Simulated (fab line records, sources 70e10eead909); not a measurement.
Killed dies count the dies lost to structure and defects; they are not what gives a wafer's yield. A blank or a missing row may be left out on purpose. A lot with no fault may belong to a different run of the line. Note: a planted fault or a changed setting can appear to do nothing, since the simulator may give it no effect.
fab line records -- flow nand-harc
record lots=5, wafers=15, last-day=33
route steps=1302 shown A_CHANNEL_HOLE_D2@580 END@1302
lots that met no fault: from a run of the same line without faults
start-h: hours from the record's opening day to when the first of the lot's shown wafers began -- wait-h: hours since the lot's step before -- " identical to the entry in the row above -- L1.1+2: a single row standing in for several wafers -- - no value present, or no start provided -- * or withheld: withheld -- < > ~ a bound
route shown NAME@n: names a module that has steps shown in the file, with the first one's number in the route -- usual: mean and standard deviation over wafers with no fault -- same: alike in all rows -- chamber/n: place in a boat -- sites: per-site readings -- _std_site: their standard deviation -- _edge_site: outer sites' mean less inner sites' -- radius-mm: how far each site lies from the wafer's centre -- mask NAME#n: copy n -- behind: the tool/chamber that last shaped the wafer -- hold: why the lot went on hold/how many hours it stayed there/how the hold came to an end -- device: names the non-switching transistor (n, p or np) -- end of line: the tests these same wafers got at the end of their route -- a step given without rows: its recipe and nothing more -- killed: count of dies lost to structure and defects at first sort (not the wafer's yield) -- map: dies across one wafer; x = killed, . = not, _ = none there
set.NAME: the run value of the setting; set.NAME@STEP: its run value at that earlier step -- model.NAME: the simulator's own value behind a step, which no gauge read
lots seen at some steps along the route; tables by step, rows by wafer
services: a tool's chamber out of use, with start hour (start-h, from the record's first day; less than 0 if before it), hours out, and reason
## steps
# step NHARC_A_CHANNEL_HOLE_D2_PEB_08
# recipe peb-temp-c=100, peb-time-s=65
# step NHARC_A_CHANNEL_HOLE_D2_DEVELOP_09
# recipe develop-time-s=35, dev-temp-c=23
# step NHARC_A_CHANNEL_HOLE_D2_CD_MEAS_10
# recipe target-cd-nm=100, landing-energy-ev=500
# usual cd-nm=100.3/0.64
lot.wafer,tool,chamber,start-h,wait-h,cd-nm
L532.1,cd-sem-02,0,293.89,-,100.8
L532.5,cd-sem-02,0,293.89,-,101.2
L532.6,cd-sem-02,0,293.89,-,101.0
L534.2,cd-sem-01,0,299.44,-,99.6
L534.4,cd-sem-01,0,299.44,-,101.0
L534.6,cd-sem-01,0,299.44,-,100.3
L542.2,cd-sem-01,0,385.73,-,100.1
L542.5,cd-sem-01,0,385.73,-,100.3
L542.6,cd-sem-01,0,385.73,-,99.5
L551.1,cd-sem-01,0,487.55,-,101.1
L551.2,cd-sem-01,0,487.55,-,100.7
L551.4,cd-sem-01,0,487.55,-,101.7
L554.3,cd-sem-01,0,505.62,-,100.4
L554.4,cd-sem-01,0,505.62,-,101.9
L554.6,cd-sem-01,0,505.62,-,100.2
# step NHARC_A_CHANNEL_HOLE_D2_OVL_MEAS_11
# usual overlay-x-nm=-0.2/0.74, overlay-y-nm=0.3/0.71
lot.wafer,tool,chamber,start-h,wait-h,overlay-x-nm,overlay-y-nm
L532.1,overlay-02,-,293.98,-,-1.6,0.6
L532.5,overlay-02,-,293.98,-,-1.6,0.9
L532.6,overlay-02,-,293.98,-,-1.2,0.9
L534.2,overlay-01,-,299.53,-,-0.9,0.9
L534.4,overlay-01,-,299.53,-,-1.7,0.9
L534.6,overlay-01,-,299.53,-,-1.2,0.5
L542.2,overlay-01,-,385.81,-,-0.6,0.2
L542.5,overlay-01,-,385.81,-,-0.5,0.2
L542.6,overlay-01,-,385.81,-,-0.6,-0.6
L551.1,overlay-02,-,487.64,-,-1.0,0.7
L551.2,overlay-02,-,487.64,-,-0.7,-0.2
L551.4,overlay-02,-,487.64,-,-0.3,0.1
L554.3,overlay-01,-,505.70,-,0.6,0.3
L554.4,overlay-01,-,505.70,-,0.2,0.0
L554.6,overlay-01,-,505.70,-,1.2,-0.5
# step NHARC_A_CHANNEL_HOLE_D2_INSPECT_12
# usual raw-defect-count=27/23
lot.wafer,tool,chamber,start-h,wait-h,raw-defect-count
L532.1,defect-inspect-02,-,294.02,0.0,3
L532.5,defect-inspect-02,-,294.02,0.0,4
L532.6,defect-inspect-02,-,294.02,0.0,1
L534.2,defect-inspect-02,-,299.58,0.0,6
L534.4,defect-inspect-02,-,299.58,0.0,9
L534.6,defect-inspect-02,-,299.58,0.0,12
L542.2,defect-inspect-02,-,385.85,0.0,68
L542.5,defect-inspect-02,-,385.85,0.0,60
L542.6,defect-inspect-02,-,385.85,0.0,50
L551.1,defect-inspect-02,-,487.67,0.0,21
L551.2,defect-inspect-02,-,487.67,0.0,22
L551.4,defect-inspect-02,-,487.67,0.0,21
L554.3,defect-inspect-02,-,505.74,0.0,5
L554.4,defect-inspect-02,-,505.74,0.0,5
L554.6,defect-inspect-02,-,505.74,0.0,6
# step NHARC_A_CHANNEL_HOLE_D2_DESCUM_15
# recipe time-s=3, o2-flow-sccm=200, ar-flow-sccm=0, bias-power-w=0, chemistry=O2
# step NHARC_A_CHANNEL_HOLE_D2_ETCH_38
# recipe target-depth-a=390, over-etch-frac=0.3, time-s=65, ion-energy-ev=80, cf4-flow-sccm=150, ar-flow-sccm=0, rf-w=300, bias-w=100, chemistry=CF4
# step NHARC_A_CHANNEL_HOLE_D2_ETCH_39
# recipe target-depth-a=2600, over-etch-frac=0.3, time-s=325, ion-energy-ev=200, n2-flow-sccm=150, h2-flow-sccm=150, ar-flow-sccm=0, rf-w=400, bias-w=150, chemistry=N2/H2
# step NHARC_A_CHANNEL_HOLE_D2_ETCH_34
# recipe target-depth-a=1540, time-s=77, cf4-flow-sccm=100, chf3-flow-sccm=30, ar-flow-sccm=0, rf-w=500, bias-w=200, chemistry=CF4/CHF3
# step NHARC_A_CHANNEL_HOLE_D2_ETCH_16
# recipe target-depth-a=31000, over-etch-frac=0.3, time-s=806, ion-energy-ev=150, o2-flow-sccm=400, cos-flow-sccm=20, ar-flow-sccm=0, rf-w=500, bias-w=300, chemistry=O2/COS
# step NHARC_A_CHANNEL_HOLE_D2_CD_MEAS_18
# usual cd-nm=99.9/2.9
lot.wafer,tool,chamber,start-h,wait-h,cd-nm
L532.1,cd-sem-03,-,295.18,-,97.1
L532.5,cd-sem-03,-,295.18,-,97.0
L532.6,cd-sem-03,-,295.18,-,103.6
L534.2,cd-sem-03,-,300.75,-,94.3
L534.4,cd-sem-03,-,300.75,-,102.0
L534.6,cd-sem-03,-,300.75,-,98.3
L542.2,cd-sem-03,-,387.01,-,103.3
L542.5,cd-sem-03,-,387.01,-,100.5
L542.6,cd-sem-03,-,387.01,-,105.2
L551.1,cd-sem-02,-,488.84,-,99.5
L551.2,cd-sem-02,-,488.84,-,97.9
L551.4,cd-sem-02,-,488.84,-,97.9
L554.3,cd-sem-03,-,506.92,-,102.4
L554.4,cd-sem-03,-,506.92,-,99.6
L554.6,cd-sem-03,-,506.92,-,99.5
# step NHARC_A_CHANNEL_HOLE_D2_ETCH_19
# recipe bias-v=1200, source-w=2500, pressure-mtorr=15, time-s=34.5, ar-flow-sccm=375, c4f8-flow-sccm=28.8, o2-flow-sccm=96.2, temp-c=-20, target-depth-a=*, chemistry=C4F8/O2/Ar
# usual drypump-motor-current-A=5.8/0.4, showerhead-plenum-p-Torr=3.65/0.091, throttle-valve-pct=37.039/0.0093
# same time-s=34.5
lot.wafer,tool,chamber,start-h,wait-h,drypump-motor-current-A,rf-hours-counter-h,showerhead-plenum-p-Torr,throttle-valve-pct
L532.1,har-etch-01,1,295.28,0.1,6.0,149,3.67,37.027
L532.6,har-etch-01,0,295.28,0.1,6.2,-,3.56,37.049
L532.5,har-etch-01,1,295.28,0.1,6.0,-,3.67,37.040
L534.2,har-etch-02,1,300.96,0.2,5.5,366,3.77,37.044
L534.4,har-etch-02,1,300.96,0.2,5.5,-,3.77,37.044
L534.6,har-etch-02,1,300.96,0.2,5.5,-,3.77,37.048
L542.2,har-etch-01,0,389.34,2.3,6.2,207,3.53,37.032
L542.5,har-etch-01,0,389.34,2.3,6.2,-,3.53,37.058
L542.6,har-etch-01,1,389.34,2.3,6.0,-,3.64,37.044
L551.1,har-etch-02,1,488.91,0.1,5.5,53,3.72,37.027
L551.2,har-etch-02,0,488.91,0.1,5.2,53,3.72,37.033
L551.4,har-etch-02,1,488.91,0.1,5.5,-,3.72,37.044
L554.3,har-etch-02,0,507.27,0.3,5.2,-,3.71,37.030
L554.4,har-etch-02,1,507.27,0.3,5.5,-,3.71,37.034
L554.6,har-etch-02,0,507.27,0.3,5.2,-,3.71,37.024
# step NHARC_A_CHANNEL_HOLE_D2_ETCH_20
# recipe bias-v=3000, source-w=withheld, pressure-mtorr=20, time-s=361.9, ar-flow-sccm=375, c4f8-flow-sccm=89.3, o2-flow-sccm=35.7, temp-c=-20, target-depth-a=16000, chemistry=C4F8/O2/Ar
# usual drypump-motor-current-A=5.8/0.39, showerhead-plenum-p-Torr=3.61/0.088, throttle-valve-pct=32.154/0.0096
# same time-s=361.9
lot.wafer,tool,chamber,start-h,wait-h,drypump-motor-current-A,rf-hours-counter-h,showerhead-plenum-p-Torr,throttle-valve-pct
L532.1,har-etch-01,1,295.42,0.1,6.0,149,3.63,32.158
L532.6,har-etch-01,0,295.42,0.1,6.2,-,3.52,32.151
L532.5,har-etch-01,1,295.42,0.1,6.0,-,3.63,32.167
L534.2,har-etch-02,1,301.11,0.1,5.5,366,3.73,32.163
L534.4,har-etch-02,1,301.11,0.1,5.5,-,3.73,32.148
L534.6,har-etch-02,1,301.11,0.1,5.5,-,3.73,32.161
L542.2,har-etch-01,0,389.46,0.1,6.2,207,3.49,32.146
L542.5,har-etch-01,0,389.46,0.1,6.2,-,3.49,32.163
L542.6,har-etch-01,1,389.46,0.1,6.0,-,3.60,32.164
L551.1,har-etch-02,1,489.02,0.1,5.5,53,3.68,32.149
L551.2,har-etch-02,0,489.02,0.1,5.2,53,3.68,32.147
L551.4,har-etch-02,1,489.02,0.1,5.5,-,3.68,32.144
L554.3,har-etch-02,0,507.45,0.2,5.2,-,3.67,32.141
L554.4,har-etch-02,1,507.45,0.2,5.5,-,3.67,32.157
L554.6,har-etch-02,0,507.45,0.2,5.2,-,3.67,32.150
# step NHARC_A_CHANNEL_HOLE_D2_ETCH_21
# recipe bias-v=3000, source-w=withheld, pressure-mtorr=20, time-s=514.3, ar-flow-sccm=375, c4f8-flow-sccm=89.3, o2-flow-sccm=35.7, temp-c=-20, target-depth-a=16000, chemistry=C4F8/O2/Ar
# step NHARC_A_CHANNEL_HOLE_D2_ETCH_22
# recipe bias-v=3000, source-w=withheld, pressure-mtorr=20, time-s=666.7, ar-flow-sccm=375, c4f8-flow-sccm=89.3, o2-flow-sccm=35.7, temp-c=-20, target-depth-a=16000, chemistry=C4F8/O2/Ar
# step NHARC_A_CHANNEL_HOLE_D2_ETCH_23
# recipe bias-v=5000, source-w=withheld, pressure-mtorr=20, time-s=819, ar-flow-sccm=375, c4f8-flow-sccm=89.3, o2-flow-sccm=35.7, temp-c=-20, target-depth-a=16000, chemistry=C4F8/O2/Ar
# usual drypump-motor-current-A=5.7/0.39, showerhead-plenum-p-Torr=3.61/0.088, throttle-valve-pct=32.154/0.01
# same time-s=819
lot.wafer,tool,chamber,start-h,wait-h,drypump-motor-current-A,rf-hours-counter-h,showerhead-plenum-p-Torr,throttle-valve-pct
L532.1,har-etch-01,1,296.82,0.5,6.0,151,3.63,32.159
L532.6,har-etch-01,0,296.82,0.5,6.2,-,3.52,32.163
L532.5,har-etch-01,1,296.82,0.5,6.0,-,3.63,32.149
L534.2,har-etch-02,1,302.50,0.5,5.5,368,3.73,32.169
L534.4,har-etch-02,1,302.50,0.5,5.5,-,3.73,32.150
L534.6,har-etch-02,1,302.50,0.5,5.5,-,3.73,32.148
L542.2,har-etch-01,0,390.77,0.5,6.2,208,3.49,32.159
L542.5,har-etch-01,0,390.77,0.5,6.2,-,3.49,32.134
L542.6,har-etch-01,1,390.77,0.5,6.0,-,3.60,32.163
L551.1,har-etch-02,1,490.34,0.5,5.5,55,3.68,32.155
L551.2,har-etch-02,0,490.34,0.5,5.2,55,3.68,32.148
L551.4,har-etch-02,1,490.34,0.5,5.5,-,3.67,32.167
L554.3,har-etch-02,0,508.90,0.5,5.2,-,3.67,32.142
L554.4,har-etch-02,1,508.90,0.5,5.5,-,3.67,32.152
L554.6,har-etch-02,0,508.90,0.5,5.2,-,3.67,32.147
# step NHARC_A_CHANNEL_HOLE_D2_ETCH_24
# recipe bias-v=5000, source-w=withheld, pressure-mtorr=20, time-s=906.2, ar-flow-sccm=375, c4f8-flow-sccm=93.8, o2-flow-sccm=31.2, temp-c=-20, target-depth-a=15000, chemistry=C4F8/O2/Ar
# step NHARC_A_CHANNEL_HOLE_D2_ETCH_25
# recipe bias-v=5000, source-w=withheld, pressure-mtorr=20, time-s=1040.2, ar-flow-sccm=375, c4f8-flow-sccm=93.8, o2-flow-sccm=31.2, temp-c=-20, target-depth-a=15000, chemistry=C4F8/O2/Ar
# usual drypump-motor-current-A=5.8/0.39, showerhead-plenum-p-Torr=3.61/0.087, throttle-valve-pct=32.236/0.0092
# same time-s=1040.2
lot.wafer,tool,chamber,start-h,wait-h,drypump-motor-current-A,rf-hours-counter-h,showerhead-plenum-p-Torr,throttle-valve-pct
L532.1,har-etch-01,1,298.33,0.7,6.0,152,3.62,32.222
L532.6,har-etch-01,0,298.33,0.7,6.2,-,3.52,32.247
L532.5,har-etch-01,1,298.33,0.7,6.0,-,3.62,32.238
L534.2,har-etch-02,1,303.98,0.7,5.5,369,3.72,32.244
L534.4,har-etch-02,1,303.98,0.7,5.5,-,3.72,32.230
L534.6,har-etch-02,1,303.98,0.7,5.5,-,3.72,32.242
L542.2,har-etch-01,0,392.24,0.6,6.2,210,3.49,32.239
L542.5,har-etch-01,0,392.24,0.6,6.2,-,3.49,32.230
L542.6,har-etch-01,1,392.24,0.6,6.0,-,3.59,32.233
L551.1,har-etch-02,1,491.80,0.6,5.5,56,3.67,32.229
L551.2,har-etch-02,0,491.80,0.6,5.2,56,3.67,32.243
L551.4,har-etch-02,1,491.80,0.6,5.5,-,3.67,32.241
L554.3,har-etch-02,0,510.44,0.7,5.2,-,3.66,32.244
L554.4,har-etch-02,1,510.44,0.7,5.5,-,3.66,32.220
L554.6,har-etch-02,0,510.44,0.7,5.2,-,3.66,32.226
# step NHARC_A_CHANNEL_HOLE_D2_ETCH_26
# recipe bias-v=300, source-w=2000, pressure-mtorr=30, time-s=224.1, ar-flow-sccm=375, c4f8-flow-sccm=11.4, o2-flow-sccm=113.6, temp-c=-20, target-depth-a=3000, chemistry=C4F8/O2/Ar
# step NHARC_A_CHANNEL_HOLE_D2_ETCH_27
# recipe bias-v=400, source-w=2000, pressure-mtorr=25, time-s=90, ar-flow-sccm=375, c4f8-flow-sccm=41.7, o2-flow-sccm=83.3, temp-c=-20, target-depth-a=4000, chemistry=C4F8/O2/Ar
# usual drypump-motor-current-A=5.8/0.39, showerhead-plenum-p-Torr=3.65/0.091, throttle-valve-pct=27.619/0.0096
# same time-s=90
lot.wafer,tool,chamber,start-h,wait-h,drypump-motor-current-A,rf-hours-counter-h,showerhead-plenum-p-Torr,throttle-valve-pct
L532.1,har-etch-01,1,299.29,0.2,6.0,153,3.66,27.600
L532.6,har-etch-01,0,299.29,0.2,6.2,-,3.55,27.614
L532.5,har-etch-01,1,299.29,0.2,6.0,-,3.66,27.633
L534.2,har-etch-02,1,304.94,0.2,5.6,370,3.77,27.606
L534.4,har-etch-02,1,304.94,0.2,5.5,-,3.77,27.622
L534.6,har-etch-02,1,304.94,0.2,5.5,-,3.77,27.616
L542.2,har-etch-01,0,393.32,0.2,6.2,211,3.52,27.627
L542.5,har-etch-01,0,393.32,0.2,6.3,-,3.52,27.627
L542.6,har-etch-01,1,393.32,0.2,6.0,-,3.63,27.646
L551.1,har-etch-02,1,492.89,0.2,5.5,57,3.71,27.594
L551.2,har-etch-02,0,492.89,0.2,5.2,57,3.71,27.622
L551.4,har-etch-02,1,492.89,0.2,5.5,-,3.71,27.628
L554.3,har-etch-02,0,511.30,0.2,5.2,-,3.71,27.628
L554.4,har-etch-02,1,511.30,0.2,5.5,-,3.71,27.627
L554.6,har-etch-02,0,511.30,0.2,5.2,-,3.71,27.634
# step NHARC_A_CHANNEL_HOLE_D2_STRIP_41
# recipe n2-flow-sccm=150, h2-flow-sccm=150, ar-flow-sccm=0, bias-w=0, chemistry=N2/H2
# step NHARC_A_CHANNEL_HOLE_D2_STRIP_42
# recipe cf4-flow-sccm=100, chf3-flow-sccm=30, ar-flow-sccm=0, bias-w=0, chemistry=CF4/CHF3
# step NHARC_A_CHANNEL_HOLE_D2_STRIP_43
# recipe o2-flow-sccm=400, cos-flow-sccm=20, ar-flow-sccm=0, bias-w=0, chemistry=O2/COS
# step NHARC_A_CHANNEL_HOLE_D2_ETCH_44
# recipe target-depth-a=1400, overetch-a=140, time-s=77, ion-energy-ev=100, cf4-flow-sccm=80, o2-flow-sccm=20, ar-flow-sccm=0, rf-w=300, bias-w=100, chemistry=CF4/O2
# usual cf4-flow-sccm=79.98/0.24, drypump-motor-current-A=5.6/0.45, oes-product-au=0.994/0.013, rf-vpp-V=197.8/1.5, showerhead-plenum-p-Torr=1.33/0.058, throttle-valve-pct=13.396/0.0093
# same time-s=77
lot.wafer,tool,chamber,start-h,wait-h,cf4-flow-sccm,drypump-motor-current-A,oes-product-au,rf-hours-counter-h,rf-vpp-V,showerhead-plenum-p-Torr,throttle-valve-pct
L532.1,rie-diel-03,1,300.02,0.1,80.01,5.9,0.976,0.9,196.8,1.28,13.400
L532.5,rie-diel-03,3,300.02,0.1,79.71,5.5,0.982,-,199.6,1.41,13.403
L532.6,rie-diel-03,0,300.02,0.1,79.85,6.0,0.978,-,195.3,1.26,13.404
L534.2,rie-diel-03,1,305.67,0.1,80.24,5.9,0.985,1.7,196.2,1.28,13.380
L534.4,rie-diel-03,2,305.67,0.1,79.98,4.8,1.000,1.5,196.8,1.36,13.399
L534.6,rie-diel-03,1,305.67,0.1,80.37,5.9,0.980,-,196.8,1.28,13.384
L542.2,rie-diel-03,3,394.08,0.1,79.89,5.5,0.992,7.4,200.4,1.41,13.393
L542.6,rie-diel-03,1,394.08,0.1,79.89,5.9,0.996,-,195.5,1.27,13.387
L542.5,rie-diel-03,2,394.08,0.1,80.19,4.8,1.013,-,198.4,1.36,13.389
L551.2,rie-diel-03,0,493.67,0.1,79.84,6.0,0.997,1.7,194.5,1.25,13.375
L551.1,rie-diel-03,1,493.67,0.1,79.88,5.9,0.994,1.8,197.2,1.27,13.394
L551.4,rie-diel-03,3,493.67,0.1,79.44,5.5,1.001,-,199.0,1.41,13.401
L554.4,rie-diel-05,3,511.98,0.0,79.96,6.1,0.993,6.0,197.3,1.30,13.396
L554.3,rie-diel-05,1,511.98,0.0,79.70,5.3,0.999,5.8,199.6,1.36,13.385
L554.6,rie-diel-05,3,511.98,0.0,79.88,6.1,1.001,-,196.3,1.30,13.402
# step NHARC_A_CHANNEL_HOLE_D2_STRIP_28
# recipe o2-flow-sccm=500, ar-flow-sccm=0, bias-w=0, chemistry=O2
# step NHARC_A_CHANNEL_HOLE_D2_PRECLEAN_29
# recipe time-s=*, temp-c=50, bath-age-min=0, chemistry=SC1
# step NHARC_A_CHANNEL_HOLE_D2_SRD_30
# step NHARC_A_CHANNEL_HOLE_D2_CD_MEAS_31
# usual cd-nm=89.9/1.8
lot.wafer,tool,chamber,start-h,wait-h,cd-nm
L532.1,cd-sem-01,-,300.79,-,94.1
L532.5,cd-sem-01,-,300.79,-,89.0
L532.6,cd-sem-01,-,300.79,-,89.4
L534.2,cd-sem-03,-,306.47,-,93.4
L534.4,cd-sem-03,-,306.47,-,90.5
L534.6,cd-sem-03,-,306.47,-,93.7
L542.2,cd-sem-02,-,394.86,-,88.8
L542.5,cd-sem-02,-,394.86,-,90.5
L542.6,cd-sem-02,-,394.86,-,92.9
L551.1,cd-sem-03,-,494.58,-,92.5
L551.2,cd-sem-03,-,494.58,-,89.8
L551.4,cd-sem-03,-,494.58,-,90.5
L554.3,cd-sem-01,-,512.78,-,88.0
L554.4,cd-sem-01,-,512.78,-,90.1
L554.6,cd-sem-01,-,512.78,-,87.9
# step NHARC_A_CHANNEL_HOLE_D2_XSEM_32
# recipe landing-energy-ev=35000
# usual bot-cd-nm=74.6/1.9, bow-nm=8.65/0.29, tilt-deg=0.08/0.043
lot.wafer,tool,chamber,start-h,wait-h,bot-cd-nm,bow-nm,tilt-deg
L532.1,xsem-02,0,300.89,0.1,77.6,9.09,0.06
L532.5,xsem-02,0,300.89,0.1,72.7,9.04,0.06
L532.6,xsem-02,0,300.89,0.1,73.0,9.12,0.06
L534.2,xsem-02,0,306.56,0.1,79.0,8.99,0.06
L534.4,xsem-02,0,306.56,0.1,74.9,9.00,0.06
L534.6,xsem-02,0,306.56,0.1,78.9,9.08,0.06
L542.2,xsem-02,0,394.96,0.1,73.6,8.56,0.08
L542.5,xsem-02,0,394.96,0.1,74.3,8.65,0.08
L542.6,xsem-02,0,394.96,0.1,76.9,9.82,0.08
L551.1,xsem-01,0,494.67,0.1,77.2,8.93,0.02
L551.2,xsem-01,0,494.67,0.1,75.2,8.98,0.02
L551.4,xsem-01,0,494.67,0.1,76.2,8.94,0.02
L554.3,xsem-02,0,512.87,0.1,73.8,8.55,0.13
L554.4,xsem-02,0,512.87,0.1,75.1,8.44,0.13
L554.6,xsem-02,0,512.87,0.1,73.2,8.53,0.13
# step NHARC_A_CHANNEL_HOLE_D2_INSPECT_40
# usual raw-defect-count=266/84
lot.wafer,tool,chamber,start-h,wait-h,raw-defect-count
L532.1,defect-inspect-01,-,300.98,-,230
L532.5,defect-inspect-01,-,300.98,-,183
L532.6,defect-inspect-01,-,300.98,-,219
L534.2,defect-inspect-01,-,306.65,-,284
L534.4,defect-inspect-01,-,306.65,-,226
L534.6,defect-inspect-01,-,306.65,-,262
L542.2,defect-inspect-02,-,395.05,-,440
L542.5,defect-inspect-02,-,395.05,-,328
L542.6,defect-inspect-02,-,395.05,-,399
L551.1,defect-inspect-01,-,494.77,-,143
L551.2,defect-inspect-01,-,494.77,-,258
L551.4,defect-inspect-01,-,494.77,-,197
L554.3,defect-inspect-02,-,512.97,-,151
L554.4,defect-inspect-02,-,512.97,-,136
L554.6,defect-inspect-02,-,512.97,-,127
# step NHARC_END_SORT_01
# recipe temp-c=25
# usual killed-at-array=52/19, killed-at-other=0.9/1.3, killed-at-periphery=4/3.1, killed-dies=57/18, killed-open=3.2/1.7, killed-short=2.3/1.4
# same gross-dies=677
lot.wafer,tool,chamber,start-h,wait-h,killed-at-array,killed-at-other,killed-at-periphery,killed-dies,killed-open,killed-short
L534.2,prober-01,0,569.59,2.8,52,0,3,55,3,1
L534.4,prober-01,0,571.16,3.4,53,1,4,58,1,5
L534.6,prober-01,0,572.73,3.9,54,2,3,59,3,3
L542.2,prober-02,0,655.78,2.8,63,0,5,68,5,5
L542.5,prober-02,0,658.21,3.7,53,0,0,53,3,2
L542.6,prober-02,0,659.01,4.0,57,2,2,61,2,0
L551.1,prober-01,0,761.43,2.5,56,0,5,61,2,0
L551.2,prober-01,0,762.24,2.8,41,1,5,47,4,3
L551.4,prober-01,0,763.84,3.4,58,1,7,66,4,4
# killed by level:class
L534.2 A_CHANNEL_HOLE_D2:chamber-film-flake=38 A_STAIRCASE:chamber-film-flake=4 A_CHANNEL_HOLE_D1:chamber-film-flake=2 A_CHANNEL_FILL_D1:chamber-film-flake=2 A_WL_FILL:chamber-film-flake=2 P_CONTACT:geometric-particle:open=1 P_M0:geometric-particle:open=1 A_ONON_D1:geometric-particle:open=1
L534.4 A_CHANNEL_HOLE_D2:chamber-film-flake=31 A_STAIRCASE:chamber-film-flake=5 A_CHANNEL_HOLE_D1:chamber-film-flake=3 A_CONTACT:chamber-film-flake=3 P_GATE:chamber-film-flake=2 A_ZERO_WELL:chamber-film-flake=2 A_WL_FILL:chamber-film-flake=2 A_CHANNEL_HOLE_D1:geometric-particle:short=1
L534.6 A_CHANNEL_HOLE_D2:chamber-film-flake=32 A_CONTACT:chamber-film-flake=6 A_DECK1_JOINT:chamber-film-flake=4 A_STAIRCASE:chamber-film-flake=3 P_ZERO_WELL:chamber-film-flake=2 A_ZERO_WELL:chamber-film-flake=2 THIN_TSV:chamber-film-flake=2 A_ONON_D1:geometric-particle:short=1
L542.2 A_CHANNEL_HOLE_D1:chamber-film-flake=38 A_CHANNEL_HOLE_D2:chamber-film-flake=10 A_CONTACT:chamber-film-flake=3 A_ONON_D1:geometric-particle:short=2 A_DECK1_JOINT:chamber-film-flake=2 A_STAIRCASE:chamber-film-flake=2 P_CONTACT:geometric-particle:short=1 P_CONTACT:geometric-particle:open=1
L542.5 A_CHANNEL_HOLE_D1:chamber-film-flake=36 A_CHANNEL_HOLE_D2:chamber-film-flake=7 A_DECK1_JOINT:chamber-film-flake=2 A_ONON_D1:geometric-particle:open=1 A_CHANNEL_FILL_D1:geometric-particle:open=1 A_DECK1_JOINT:geometric-particle:short=1 A_ONON_D2:geometric-particle:open=1 A_WL_FILL:geometric-particle:short=1
L542.6 A_CHANNEL_HOLE_D1:chamber-film-flake=29 A_CHANNEL_HOLE_D2:chamber-film-flake=18 A_ZERO_WELL:chamber-film-flake=2 A_SLIT:chamber-film-flake=2 A_DECK1_JOINT:chamber-film-flake=2 A_STAIRCASE:chamber-film-flake=2 A_CHANNEL_HOLE_D1:geometric-particle:open=1 P_ZERO_WELL:chamber-film-flake=1
L551.1 A_SLIT:chamber-film-flake=32 A_CHANNEL_HOLE_D1:chamber-film-flake=7 A_CONTACT:chamber-film-flake=6 A_STAIRCASE:chamber-film-flake=4 P_GATE:chamber-film-flake=2 A_BONDPAD:chamber-film-flake=2 A_ONON_D2:geometric-particle:open=1 A_CONTACT:geometric-particle:open=1
L551.2 A_SLIT:chamber-film-flake=15 A_CONTACT:chamber-film-flake=10 P_GATE:chamber-film-flake=3 A_CHANNEL_HOLE_D1:chamber-film-flake=3 A_WL_FILL:chamber-film-flake=2 A_BONDPAD:chamber-film-flake=2 P_CONTACT:geometric-particle:open=1 A_ONON_D1:geometric-particle:short=1
L551.4 A_SLIT:chamber-film-flake=27 A_CHANNEL_HOLE_D1:chamber-film-flake=10 P_GATE:chamber-film-flake=6 A_CONTACT:chamber-film-flake=5 A_STAIRCASE:chamber-film-flake=4 A_ONON_D1:geometric-particle:open=2 A_BONDPAD:chamber-film-flake=2 A_CHANNEL_FILL_D1:geometric-particle:short=1
## services
tool,chamber,start-h,hours,kind
rie-diel-03,-,281.30,9.0,pm
rie-diel-03,0,281.30,9.0,vent-cycle
rie-diel-03,1,281.30,9.0,vent-cycle
rie-diel-03,2,281.30,9.0,vent-cycle
rie-diel-03,3,281.30,9.0,vent-cycle
rie-diel-03,0,290.30,-,clean
rie-diel-03,1,290.30,-,clean
rie-diel-03,0,367.00,16.4,repair
xsem-01,-,374.00,14.0,pm
har-etch-02,-,377.23,17.0,pm
har-etch-02,0,377.23,17.0,vent-cycle
har-etch-02,1,377.23,17.0,vent-cycle
har-etch-02,0,394.23,-,clean
har-etch-02,0,394.23,-,consumable-replace:focus-ring
har-etch-02,1,394.23,-,clean
har-etch-02,1,394.23,-,consumable-replace:focus-ring
rie-diel-03,3,398.97,10.2,repair
rie-diel-05,-,406.65,9.0,pm
rie-diel-03,-,458.30,9.0,pm
rie-diel-05,1,459.54,3.5,repair
rie-diel-05,3,477.82,6.1,repair
rie-diel-05,0,478.91,8.1,repair
rie-diel-03,2,486.18,14.0,repair
rie-diel-03,2,507.46,10.5,repair
## key
first-sign step=NHARC_A_CHANNEL_HOLE_D2_XSEM_32, reading=bow-nm, direction=up, sigmas=4, usual=8.65, struck=9.82
effect none on later readings
met-at NHARC_A_CHANNEL_HOLE_D2_ETCH_20
struck-wafers L542.6
tester-left-out L542
onset-between 295.42 389.46
fault kind=process-parameter-drift, tool=har-etch-01, chamber=1, onset-h=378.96, steps=NHARC_A_CHANNEL_HOLE_D2_ETCH_20, channel=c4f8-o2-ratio, offset=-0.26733, shape=step, end-h=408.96, acts-in=these-recipes-only, stated=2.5
# tester-left-out: of these lots the tester's yield and bins aren't shown, on N5 and GAA mostly nor the transistor test; their killed dies are dies lost to structure and defects alone, not to doping, threshold or leakage, so they don't give the yield
